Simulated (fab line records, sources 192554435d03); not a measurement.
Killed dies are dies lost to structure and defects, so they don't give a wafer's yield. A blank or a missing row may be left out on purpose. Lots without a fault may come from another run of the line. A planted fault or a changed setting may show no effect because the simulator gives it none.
Problem report in the 8D (eight disciplines) form, filled by code | flow n5_finfet | the parts of the form that need people (team, actions taken, sign-off) are left out

1. THE PROBLEM
M5_ILD_THK at N5_BEOL_M5_THK_MEAS_01 reads a mean of 204.0 nm on 1 wafer of 1 lot; wafers without a fault read 121.3 nm with a standard deviation of 1.7. That is +49 standard deviations from the usual mean.
First seen on wafer L324.4, day 9 00:47, on film_metro-02. The record holds 29 wafers of 10 lots with a number at this step. Rule for "out", or "out of limits": more than 4 standard deviations from the usual mean. The other wafers with a number count as sound.

2. WHAT IT IS AND WHAT IT IS NOT
question                    | is               | is not
which readings at this step | M5_ILD_THK       | -
which lots                  | L324             | L318, L319, L330, L332, L333, L335, L339, L340, L341
which wafers of those lots  | L324.4           | L324.6
read on which gauges        | film_metro-02    | film_metro-01
when                        | from day 9 00:47 | up to then (7 sound wafers); but 21 sound wafers of L330, L332, L333, L335, L339, L340, L341 came after

3. SUSPECTS, AND WHAT RULES EACH OUT
Counting: a tool at a process step up to the reading stays a suspect if it ran every lot that is out. Sound lots after the first of them don't rule it out here, since some wafers of a struck lot are sound.
- the gauge at N5_BEOL_M5_THK_MEAS_01: ruled out. All the wafers that are out were read on film_metro-02, but those of them that N5_PASSIVATION_PROBE_49 has rows for are out there too, on other tools.
- pvd_sputter-01 at N5_BEOL_M4_SPUTTER_92 (material Cu, target thk 4.5 nm, time 8.29 s): kept. It ran the lot that is out, L324 (day 8 21:41); its last sound lot up to then is L318 (day 7 16:42).
- pvd_sputter-01 at N5_BEOL_M4_ANNEAL_95 (time 240 s): kept. It ran the lot that is out, L324 (day 8 21:59); its last sound lot up to then is L318 (day 7 17:00).
- rtp_anneal-02 at N5_BEOL_M4_ANNEAL_51 (time 90 s): kept. It ran the lot that is out, L324 (day 8 22:28).
- pecvd-02 at N5_BEOL_M5_ILD_DEP_00 (deposits SiCOH lowk from DEMS/porogen, target thk 140.64 nm, time 25.9 s): kept. It ran the lot that is out, L324 (day 9 00:13).
- Within pecvd-02 at N5_BEOL_M5_ILD_DEP_00: the wafers that are out ran in chamber 2; their sound lot-mates ran in chamber 1.
Left after counting: pvd_sputter-01 at N5_BEOL_M4_SPUTTER_92, pvd_sputter-01 at N5_BEOL_M4_ANNEAL_95, rtp_anneal-02 at N5_BEOL_M4_ANNEAL_51, pecvd-02 at N5_BEOL_M5_ILD_DEP_00.

4. THE CAUSE (what the simulator had put in)
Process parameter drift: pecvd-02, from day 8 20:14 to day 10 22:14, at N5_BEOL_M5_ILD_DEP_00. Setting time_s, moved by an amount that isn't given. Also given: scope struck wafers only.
Counting left 4 suspects, and this tool is among them.

5. THE CHAIN OF EFFECTS, in route order
Each row: a reading whose mean over the struck wafers that have a number lies more than 3 standard deviations from the usual. Only readings for which the record gives a usual standard deviation are gone through. hours: the time from each lot's start at the first step in this table that gives one to its start at this step, as a median over the lots. sigmas: the change in usual standard deviations.
hours | step                    | reading              | usual    | on struck wafers | change | sigmas
0     | N5_BEOL_M5_THK_MEAS_01  | M5_ILD_THK           | 121.3 nm | 204.0            | +82.7  | +49
105   | N5_PASSIVATION_PROBE_49 | defect_limited_yield | 91.4 %   | 0.0              | -91.4  | -65
105   | N5_PASSIVATION_PROBE_49 | killed_at_M4_up      | 13       | 1081             | +1068  | +99 or more
105   | N5_PASSIVATION_PROBE_49 | killed_dies          | 102      | 1180             | +1078  | +67
105   | N5_PASSIVATION_PROBE_49 | killed_on_rim        | 13       | 152              | +139   | +33
105   | N5_PASSIVATION_PROBE_49 | sort_bin_5_function  | 5.1 %    | 95.8             | +90.7  | +99 or more
105   | N5_PASSIVATION_PROBE_49 | sort_n_pass          | 1078     | 0                | -1078  | -67
The process steps in it:
- N5_PASSIVATION_PROBE_49

6. WHAT WOULD HAVE CAUGHT IT SOONER
In this record the first reading out of limits at a measuring or inspecting step was taken at day 9 00:47, 5 hours after the fault began at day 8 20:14.
Of the tool readings at N5_BEOL_M5_ILD_DEP_00 for which the record gives a usual standard deviation, none was out on any struck wafer, so an alarm limit of 4 standard deviations on them would not have fired.
All the lots that are out (1) had begun N5_BEOL_M5_ILD_DEP_00 on pecvd-02 by day 9 00:47. A hold on the tool at that time would have spared none of them.
